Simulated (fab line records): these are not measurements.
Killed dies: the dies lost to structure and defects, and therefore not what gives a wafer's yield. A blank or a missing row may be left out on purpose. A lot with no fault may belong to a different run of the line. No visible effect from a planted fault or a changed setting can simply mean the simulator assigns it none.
A lot that was struck, set against a sound lot | flow n5_finfet | 28 steps out of a route of 1938
Sound: the wafers L921.1, L921.5. Wafers L908.1, L908.2, L908.5 were the ones struck. Last of all comes the cause.
Each step with rows lists, per side, the tool, then ch with its chambers, then its first start. Under that, the readings that differ: sound wafers | struck wafers | difference of the means | sigmas: that difference in standard deviations of wafers without a fault.
alike: words and numbers the same on both sides, and readings whose means are apart by under 2 such deviations; not compared: readings that were withheld, readings missing a value for some wafer, numbers with overlapping values and no deviation given by the record, and bounds like >300 which may hide the same value.
Wherever a step has rows on one side only, a row that says differs or no value, or a row with sigmas, the two part there. Non-overlapping numbers with no deviation appear without sigmas and do not part them. A reading that every wafer of one side lacks parts them only if that side has two wafers or more.

first, 9 steps without rows for these wafers: N5_BEOL_M3_COAT_05 (resist thk 30 nm); N5_BEOL_M3_EBR_07; N5_BEOL_M3_SOFTBAKE_06 (time 60 s); N5_BEOL_M3_EXPOSE_08 (exposes mask M3); N5_BEOL_M3_PEB_09 (peb time 60 s); N5_BEOL_M3_DEVELOP_10 (develop time 30 s); N5_BEOL_M3_DESCUM_16 (chemistry O2, time 7 s); N5_BEOL_M3_ETCH_74 (etches underlayer in N2/H2, target depth 6.5 nm, time 5.2 s); N5_BEOL_M3_ETCH_63 (etches SiARC in CF4, target depth 15.6 nm, time 26 s).
N5_BEOL_M3_ETCH_64: etches SOC in N2/H2, target depth 75 nm, overetch 15 nm, time 112.5 s.
  sound on rie_diel-02 ch 3, day 12 14:33; struck on rie_diel-02 ch 0,2,3, day 9 05:23
  alike: drypump_motor_current_A, oes_product_au, rf_vpp_V, showerhead_plenum_p_Torr, throttle_valve_pct
  not compared: rf_hours_counter_h
then, 14 steps without rows for these wafers: N5_BEOL_M3_STRIP_65 (strips in N2/H2); N5_BEOL_M3_STRIP_75 (strips in N2/H2); N5_BEOL_M3_STRIP_66 (strips in CF4); N5_BEOL_M3_HM_OPEN_17 (chemistry Cl2/BCl3, target TiN, target depth 20 nm, overetch 6 nm); N5_BEOL_M3_STRIP_19 (strips in O2); N5_BEOL_M3_COAT_67 (time 60 s, resist thk 60 nm); N5_BEOL_M3_COAT_68 (time 60 s, resist thk 12 nm); N5_BEOL_M3_COAT_76 (time 60 s, resist thk 5 nm); N5_BEOL_M3_COAT_22 (resist thk 30 nm); N5_BEOL_M3_EBR_24; N5_BEOL_M3_SOFTBAKE_23 (time 60 s); N5_BEOL_M3_EXPOSE_25 (exposes mask V2, defocus 5 nm); N5_BEOL_M3_PEB_26 (peb time 60 s); N5_BEOL_M3_DEVELOP_27 (develop time 30 s).
N5_BEOL_M3_INSPECT_30: inspects for defects (brightfield).
  sound on defect_inspect-01, day 12 15:26; struck on defect_inspect-02, day 9 06:16
  reading          | sound   | struck         | difference | sigmas
  raw_defect_count | 303 367 | 1266 1183 1117 | +854       | +9
then, 1 step without rows for these wafers: N5_BEOL_M3_DESCUM_33 (chemistry O2, time 7 s).
N5_BEOL_M4_RC_MEAS_101:
  sound on prober-02 ch 0, day 13 18:04; struck on prober-02 ch 0, day 10 16:55
  alike: DIBL_N, DIBL_P, IOFF_N, IOFF_P, ION_N, ION_P, SS_N, SS_P, VT_N, VT_P
-- here the record skips 4 days between the struck wafers' starts before and after, leaving off in module BEOL_M4 and picking up in module PASSIVATION (first step shown: number 1936 of the route) --
N5_PASSIVATION_PROBE_49:
  the record has rows for the struck wafers here (prober-01, day 14 20:12) and none for the sound ones

== WHERE THEY PART ==
First at N5_BEOL_M3_INSPECT_30; last, within this record, at N5_PASSIVATION_PROBE_49.

WHY: whatever the simulator had introduced
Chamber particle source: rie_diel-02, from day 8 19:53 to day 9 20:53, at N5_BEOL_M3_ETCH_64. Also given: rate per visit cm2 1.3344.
